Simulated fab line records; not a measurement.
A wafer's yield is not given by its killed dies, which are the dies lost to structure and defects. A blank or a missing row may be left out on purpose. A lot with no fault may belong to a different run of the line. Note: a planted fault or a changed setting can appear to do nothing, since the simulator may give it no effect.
fab line records    flow nand-harc
record: lots: 6  wafers: 18  last-day: 33
route steps=1302 shown A_SOURCE_PLATE@420 A_ONON_D1@424
lots untouched by any fault: they come from a run of this same line in which no faults occurred
start-h: hours from the record's opening day to when the first of the lot's shown wafers began    wait-h: how many hours have passed since the lot's step before this one    " as in the row above    L1.1+2: several wafers, shown together as one row    - no value, or no start was given    * or withheld: withheld    < > ~ a bound
route shown NAME@n: names a module that has steps shown in the file, with the first one's number in the route    usual: the fault-free wafers' mean and standard deviation    same: alike in all rows    chamber/n: place in a boat    sites: the reading at each site    _std_site: their standard deviation    _edge_site: outer sites' mean less inner sites'    radius-mm: for every site, how far away it sits from the centre of the wafer    mask NAME#n: copy n    behind: the tool/chamber that last shaped the wafer    hold: why the lot went on hold/how many hours it stayed there/how the hold came to an end    device: whichever transistor did not switch (one of n, p or np)    end of line: the same wafers' tests at the end of the route    a step with no rows: only its recipe    killed: dies lost to structure and defects at the first sort, not the wafer's yield    map: dies across one wafer; x = killed, . = not, _ = none there
set.NAME: the setting that was run; set.NAME@STEP: the one run at that earlier step    model.NAME: the simulator's own value behind a step, which no gauge read
certain route steps with their lots: each step a table, each wafer a row
services: the hour from which a tool's chamber was out of use, counted from the record's first day as start-h (under 0 if before that day), plus the number of hours and why
== steps ==
step: NHARC_A_SOURCE_PLATE_THK_MEAS_06
recipe: thk-meas-gauge: ellipsometry
usual: thk-nm: 200.0/2.1
lot.wafer  tool           chamber  start-h  wait-h  thk-nm
L646.1     film-metro-02  -        171.89   0.4     195.0
L646.3     "              -        "        "       197.0
L646.4     "              -        "        "       195.5
L649.1     film-metro-02  -        200.01   0.4     200.5
L649.4     "              -        "        "       202.5
L649.5     "              -        "        "       199.7
L656.3     film-metro-01  -        274.86   0.4     200.9
L656.4     "              -        "        "       202.8
L656.5     "              -        "        "       200.8
L657.1     film-metro-01  -        284.18   0.4     201.0
L657.4     "              -        "        "       203.6
L657.6     "              -        "        "       201.6
L665.1     film-metro-02  -        366.10   0.4     200.6
L665.2     "              -        "        "       201.1
L665.3     "              -        "        "       200.1
L667.1     film-metro-01  -        385.76   0.4     199.3
L667.2     "              -        "        "       199.5
L667.3     "              -        "        "       198.4
step: NHARC_A_SOURCE_PLATE_INSPECT_08
usual: raw-defect-count: 57/23
lot.wafer  tool               chamber  start-h  wait-h  raw-defect-count
L646.1     defect-inspect-01  -        171.96   0.0     78
L646.3     "                  -        "        "       111
L646.4     "                  -        "        "       27
L649.1     defect-inspect-02  -        200.12   0.0     34
L649.4     "                  -        "        "       67
L649.5     "                  -        "        "       28
L656.3     defect-inspect-01  -        274.92   0.0     66
L656.4     "                  -        "        "       55
L656.5     "                  -        "        "       56
L657.1     defect-inspect-02  -        284.26   0.0     57
L657.4     "                  -        "        "       70
L657.6     "                  -        "        "       58
L665.1     defect-inspect-02  -        366.21   0.0     81
L665.2     "                  -        "        "       87
L665.3     "                  -        "        "       103
L667.1     defect-inspect-02  -        385.82   0.0     49
L667.2     "                  -        "        "       29
L667.3     "                  -        "        "       47
step: NHARC_A_ONON_D1_DEP_00
recipe: target-thk-a: 10000  n2-flow-sccm: 2750  n2o-flow-sccm: 2000  nh3-flow-sccm: 500  sih4-flow-sccm: 210  temp-c: 400
step: NHARC_A_ONON_D1_THK_MEAS_02
recipe: thk-meas-gauge: ellipsometry
usual: thk-nm: 1001/8.3
lot.wafer  tool           chamber  start-h  wait-h  thk-nm
L646.1     film-metro-02  -        172.53   -       1000
L646.3     "              -        "        "       1001
L646.4     "              -        "        "       1001
L649.1     film-metro-02  -        200.70   -       985
L649.4     "              -        "        "       985
L649.5     "              -        "        "       987
L656.3     film-metro-02  -        275.50   -       992
L656.4     "              -        "        "       992
L656.5     "              -        "        "       991
L657.1     film-metro-02  -        284.84   -       1007
L657.4     "              -        "        "       1007
L657.6     "              -        "        "       1005
L665.1     film-metro-02  -        366.78   -       1013
L665.2     "              -        "        "       1013
L665.3     "              -        "        "       1014
L667.1     film-metro-01  -        386.40   -       997
L667.2     "              -        "        "       997
L667.3     "              -        "        "       997
step: NHARC_A_ONON_D1_DEP_03
recipe: target-thk-a: 10000  n2-flow-sccm: 2750  n2o-flow-sccm: 2000  nh3-flow-sccm: 500  sih4-flow-sccm: 210  temp-c: 400
step: NHARC_A_ONON_D1_THK_MEAS_05
recipe: thk-meas-gauge: ellipsometry
usual: thk-nm: 999/11
lot.wafer  tool           chamber  start-h  wait-h  thk-nm
L646.1     film-metro-01  -        173.10   -       1001
L646.3     "              -        "        "       1004
L646.4     "              -        "        "       1004
L649.1     film-metro-01  -        201.27   -       998
L649.4     "              -        "        "       999
L649.5     "              -        "        "       997
L656.3     film-metro-01  -        276.06   -       1009
L656.4     "              -        "        "       1009
L656.5     "              -        "        "       1009
L657.1     film-metro-02  -        285.40   -       997
L657.4     "              -        "        "       996
L657.6     "              -        "        "       998
L665.1     film-metro-02  -        367.34   -       1013
L665.2     "              -        "        "       1012
L665.3     "              -        "        "       1013
L667.1     film-metro-01  -        386.96   -       998
L667.2     "              -        "        "       1000
L667.3     "              -        "        "       999
step: NHARC_A_ONON_D1_DEP_06
recipe: target-thk-a: 10000  n2-flow-sccm: 2750  n2o-flow-sccm: 2000  nh3-flow-sccm: 500  sih4-flow-sccm: 210  temp-c: 400
step: NHARC_A_ONON_D1_THK_MEAS_08
recipe: thk-meas-gauge: ellipsometry
usual: thk-nm: 1003/10
lot.wafer  tool           chamber  start-h  wait-h  thk-nm
L646.1     film-metro-01  -        173.66   -       1018
L646.3     "              -        "        "       1019
L646.4     "              -        "        "       1021
L649.1     film-metro-01  -        201.83   -       1001
L649.4     "              -        "        "       1002
L649.5     "              -        "        "       1001
L656.3     film-metro-02  -        276.63   -       1022
L656.4     "              -        "        "       1023
L656.5     "              -        "        "       1025
L657.1     film-metro-02  -        285.97   -       1012
L657.4     "              -        "        "       1012
L657.6     "              -        "        "       1011
L665.1     film-metro-01  -        367.91   -       1007
L665.2     "              -        "        "       1006
L665.3     "              -        "        "       1004
L667.1     film-metro-01  -        387.52   -       1004
L667.2     "              -        "        "       1003
L667.3     "              -        "        "       1003
step: NHARC_A_ONON_D1_DEP_09
recipe: target-thk-a: 10000  n2-flow-sccm: 2750  n2o-flow-sccm: 2000  nh3-flow-sccm: 500  sih4-flow-sccm: 210  temp-c: 400
step: NHARC_A_ONON_D1_THK_MEAS_11
recipe: thk-meas-gauge: ellipsometry
usual: thk-nm: 996/9
lot.wafer  tool           chamber  start-h  wait-h  thk-nm
L646.1     film-metro-01  -        174.23   -       1004
L646.3     "              -        "        "       1007
L646.4     "              -        "        "       1004
L649.1     film-metro-01  -        202.39   -       986
L649.4     "              -        "        "       985
L649.5     "              -        "        "       989
L656.3     film-metro-02  -        277.20   -       1001
L656.4     "              -        "        "       1000
L656.5     "              -        "        "       1003
L657.1     film-metro-02  -        286.54   -       995
L657.4     "              -        "        "       996
L657.6     "              -        "        "       996
L665.1     film-metro-02  -        368.47   -       998
L665.2     "              -        "        "       997
L665.3     "              -        "        "       998
L667.1     film-metro-01  -        388.09   -       997
L667.2     "              -        "        "       998
L667.3     "              -        "        "       997
step: NHARC_A_ONON_D1_DEP_12
recipe: target-thk-a: 10000  n2-flow-sccm: 2750  n2o-flow-sccm: 2000  nh3-flow-sccm: 500  sih4-flow-sccm: 210  temp-c: 400
lot.wafer   tool           chamber  start-h  wait-h
L646.1+3+4  pecvd-onon-02  0        174.28   0.1
L649.1+4+5  pecvd-onon-01  0        202.45   0.1
L656.3+4+5  pecvd-onon-02  0        277.37   0.2
L657.1+4+6  pecvd-onon-02  0        286.59   0.1
L665.1+2+3  pecvd-onon-01  0        368.53   0.1
L667.1+2+3  pecvd-onon-01  0        388.15   0.1
step: NHARC_A_ONON_D1_THK_MEAS_14
recipe: thk-meas-gauge: ellipsometry
usual: thk-nm: 1001/9.6
lot.wafer  tool           chamber  start-h  wait-h  thk-nm
L646.1     film-metro-02  -        174.80   -       1006
L646.3     "              -        "        "       1005
L646.4     "              -        "        "       1008
L649.1     film-metro-02  -        202.96   -       977
L649.4     "              -        "        "       977
L649.5     "              -        "        "       974
L656.3     film-metro-02  -        277.77   -       1012
L656.4     "              -        "        "       730
L656.5     "              -        "        "       1013
L657.1     film-metro-01  -        287.11   -       1015
L657.4     "              -        "        "       732
L657.6     "              -        "        "       1015
L665.1     film-metro-02  -        369.04   -       997
L665.2     "              -        "        "       997
L665.3     "              -        "        "       998
L667.1     film-metro-01  -        388.66   -       995
L667.2     "              -        "        "       996
L667.3     "              -        "        "       996
step: NHARC_A_ONON_D1_ANNEAL_15
recipe: temp-c: 750  time-s: 3600
== services ==
tool           chamber  start-h  hours  kind
pecvd-onon-02  -        185.00   13.0   pm
pecvd-onon-01  -        269.50   13.0   pm
pecvd-onon-02  -        366.17   13.0   pm
== key ==
first-sign: step: NHARC_A_ONON_D1_THK_MEAS_14  reading: thk-nm  direction: down  sigmas: 28  usual: 1001  struck: 731
effect none on later readings
met-at NHARC_A_ONON_D1_DEP_12
struck-wafers L656.4,L657.4
sort-left-out L656.4,L657.4
tester-left-out L656,L657
onset-between 174.28 277.37
fault: kind: process-parameter-drift  tool: pecvd-onon-02  chamber: -  onset-h: 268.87  steps: NHARC_A_ONON_D1_DEP_12  channel: target-thk-a  offset: *  shape: step  end-h: 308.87  scope: struck-wafers-only  acts-in: *  stated: *
tester-left-out: of these lots the tester's yield and bins aren't shown, on N5 and GAA mostly nor the transistor test; their killed dies are dies lost to structure and defects alone, not to doping, threshold or leakage, so they don't give the yield
sort-left-out: the simulated sort isn't trusted on such a fault, so these wafers' sort isn't shown, and their yield isn't known
